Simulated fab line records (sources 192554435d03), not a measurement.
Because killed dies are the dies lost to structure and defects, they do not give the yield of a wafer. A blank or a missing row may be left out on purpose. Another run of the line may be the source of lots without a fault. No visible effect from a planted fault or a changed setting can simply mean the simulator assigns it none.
A struck lot beside a sound one | flow n5 finfet | 44 out of 1938 route steps
Sound: wafers L422.2, L422.4, L422.5. Struck: wafers L433.4, L433.6. (L433.2 of the same lot was not struck and is left out.) The cause comes at the end.
For every step that has rows: the tool of each side, followed by ch and its chambers, followed by its first start. Under that, the readings that differ: sound wafers | struck wafers | difference of the means | sigmas: that difference in standard deviations of wafers without a fault.
alike: same words and numbers on both sides, and readings whose means sit less than 2 such deviations apart. not compared: any withheld reading, any reading some wafer has no value for, any bound like >300 that may hide the same value, and any number with overlapping values for which the record gives no deviation.
A row with sigmas, a row that says differs or no value, or rows on one side alone: a step with any of these is where the two part. Non-overlapping numbers with no deviation appear without sigmas and do not part them. Lack of a reading on every wafer of one side parts them only where that side has two or more wafers.

first, 1 step without rows for these wafers: N5_BEOL_M15_SPUTTER_43 (material TaN, target thk 15 nm, time 24.19 s).
N5_BEOL_M15_SPUTTER_44: material Ta, target thk 15 nm, time 24.19 s.
  sound on pvd sputter-03 at day 13 17:17; struck on pvd sputter-01 at day 16 00:07
  alike: bias v, throttle valve pct
N5_BEOL_M15_SPUTTER_45: material Cu, target thk 100 nm, time 16.67 s.
  sound on pvd sputter-03 at day 13 17:22; struck on pvd sputter-01 at day 16 00:12
  alike: bias v, throttle valve pct
then, 1 step without rows for these wafers: N5_BEOL_M15_ECD_47 (material Cu, target thk 1860 nm).
N5_BEOL_M15_ANNEAL_48: time 90 s.
  sound on rtp anneal-01 ch 0, day 13 17:47; struck on rtp anneal-01 ch 0, day 16 01:00
  alike: wafer_temp_C_max
N5_BEOL_M15_CMP_49: polishes, stops on SiO2, t overpolish 4.9 s, target thk 850 nm.
  sound on cmp-03 ch 1,2,3, day 13 18:06; struck on cmp-01 ch 2,3, day 16 01:31
  alike: barrier field endpoint s, motor current A, overpolish run s
  not compared: pad life wafers
N5_BEOL_M15_THK_MEAS_50: measures by xrf.
  sound on film metro-02 at day 13 18:19; struck on film metro-02 at day 16 01:46
  alike: M15_THK
then, 2 steps without rows for these wafers: N5_BEOL_M15_PRE_CLEAN_52 (time 15 s); N5_BEOL_M15_DEP_53 (deposits SiCN from 3MS/NH3, target thk 50 nm, time 17.8 s).
N5_BEOL_M15_RS_MEAS_54: the measuring method here is four-point-probe.
  sound on film metro-01 at day 13 18:28; struck on film metro-02 at day 16 01:54
  alike: M15_RS
N5_BEOL_M15_INSPECT_55: inspects for defects (darkfield).
  sound on defect inspect-02 at day 13 18:29; struck on defect inspect-01 at day 16 01:56
  alike: raw defect count
N5_BEOL_M15_RC_MEAS_101:
  sound on prober-01 ch 0, day 13 18:40; struck on prober-01 ch 0, day 16 02:07
  reading                   | sound                 | struck          | difference | sigmas
  COMB_M8 (S/m)             | 2.8e-11 2.4e-11 2e-11 | 3.4e-11 3.6e-11 | +1.1e-11   | +2
  SERP_M7 (ohm/um)          | 14.0 14.1 14.4        | 11.8 11.9       | -2.3       | -4
  SERP_M7_max_site (ohm/um) | 14.8 14.3 15.3        | 12.8 12.6       | -2.1       | -3
  alike: COMB_M10, COMB_M11, COMB_M12, COMB_M12_max_site, COMB_M13, COMB_M14, COMB_M15, COMB_M5, COMB_M6, COMB_M7, COMB_M9, COMB_M9_max_site, SERP_M10, SERP_M11, SERP_M12, SERP_M13, SERP_M14, SERP_M5, SERP_M6, SERP_M8, SERP_M9
N5_PASSIVATION_PECVD_00: deposits SiO2 from SiH4/N2O, target thk 200 nm, time 11.2 s.
  sound on pecvd-02 ch 0,1,2, day 13 19:28; struck on pecvd-03 ch 0,1, day 16 02:55
  reading                                        | sound           | struck    | difference | sigmas
  model.SiO2_of_PASSIVATION_PECVD_00.thk nm (nm) | 196.6 201.8 198 | 178.6 186 | -16.5      |
  alike: chamber pressure Torr, heater power w, showerhead plenum p Torr, throttle valve pct
then, 3 steps without rows for these wafers: N5_MIM_BOT_DEGAS_01 (time 60 s); N5_MIM_BOT_SPUTTER_00 (material TiN, target thk 35 nm, time 89.7 s); N5_MIM_TOP_ALD_00 (deposits Al2O3, purge time 3 s, co reactant pulse time 3 s).
N5_MIM_TOP_ALD_01: deposits HfO2, target thk 5.6 nm, pulse time 1 s, purge time 3 s.
  sound on ald hk-02 ch 1,3; struck on ald hk-01 ch 2,3
  alike: precursor pulse height rel
then, 11 steps without rows for these wafers: N5_MIM_TOP_ALD_02 (deposits Al2O3, purge time 3 s, co reactant pulse time 3 s); N5_MIM_TOP_DEGAS_04 (time 60 s); N5_MIM_TOP_SPUTTER_03 (material TiN, target thk 35 nm, time 89.7 s); N5_MIM_TOP_LITHO_HMDS_01 (time 60 s); N5_MIM_TOP_LITHO_COAT_02; N5_MIM_TOP_LITHO_EBR_04; N5_MIM_TOP_LITHO_SOFTBAKE_03 (time 90 s); N5_MIM_TOP_LITHO_EXPOSE_05 (exposes mask MIM TOP, target cd 2000 nm); N5_MIM_TOP_LITHO_PEB_06; N5_MIM_TOP_LITHO_DEVELOP_07 (develop time 60 s); N5_MIM_TOP_LITHO_HARDBAKE_09 (time 120 s).
N5_MIM_TOP_LITHO_CD_MEAS_08: the cd target is 2000 nm.
  sound on cd sem-01 ch 0, day 14 00:20; struck on cd sem-02 ch 0, day 16 04:27
  alike: cd nm
N5_MIM_TOP_LITHO_OVL_MEAS_11:
  sound on overlay-02 ch 0, day 14 00:22; struck on overlay-02 ch 0, day 16 04:29
  alike: MIM_TOP_OVL
N5_MIM_TOP_LITHO_INSPECT_12: inspects for defects (macro).
  sound on defect inspect-01 at day 14 00:23; struck on defect inspect-01 at day 16 04:31
  alike: raw defect count
then, 11 steps without rows for these wafers: N5_MIM_TOP_LITHO_DESCUM_10 (chemistry O2, time 7.9 s); N5_MIM_TOP_ETCH_ETCH_00 (etches TiN in Cl2/BCl3, target depth 38.5 nm); N5_MIM_TOP_ETCH_STRIP_01 (strips in O2); N5_MIM_TOP_ETCH_PECVD_03 (deposits SiNx from SiH4/NH3/N2, target thk 20 nm, time 17.6 s); N5_MIM_BOT_LITHO_HMDS_01 (time 60 s); N5_MIM_BOT_LITHO_COAT_02; N5_MIM_BOT_LITHO_EBR_04; N5_MIM_BOT_LITHO_SOFTBAKE_03 (time 90 s); N5_MIM_BOT_LITHO_EXPOSE_05 (exposes mask MIM BOT); N5_MIM_BOT_LITHO_PEB_06; N5_MIM_BOT_LITHO_DEVELOP_07 (develop time 60 s).
N5_MIM_BOT_ETCH_ETCH_00: etches TiN in Cl2/BCl3, target depth 45.5 nm.
  sound on rie metal-02 ch 0,1, day 14 01:27; struck on rie metal-03 ch 0,1, day 16 05:51
  reading                                        | sound           | struck    | difference | sigmas
  model.SiO2_of_PASSIVATION_PECVD_00.thk nm (nm) | 194 199.4 195.6 | 176 183.4 | -17        |
  alike: drypump motor current A, oes product au, throttle valve pct
  not compared: rf hours counter h
following that, these wafers have no rows for 1 step: N5_PASSIVATION_PROBE_49.

## WHERE THEY PART
At N5_BEOL_M15_RC_MEAS_101 and nowhere else, as far as this record goes. Later steps at which nothing parts them and some readings are alike: N5_PASSIVATION_PECVD_00, N5_MIM_TOP_ALD_01, N5_MIM_TOP_LITHO_CD_MEAS_08, N5_MIM_TOP_LITHO_OVL_MEAS_11, N5_MIM_TOP_LITHO_INSPECT_12, N5_MIM_BOT_ETCH_ETCH_00.

WHY: what had been put in by the simulator
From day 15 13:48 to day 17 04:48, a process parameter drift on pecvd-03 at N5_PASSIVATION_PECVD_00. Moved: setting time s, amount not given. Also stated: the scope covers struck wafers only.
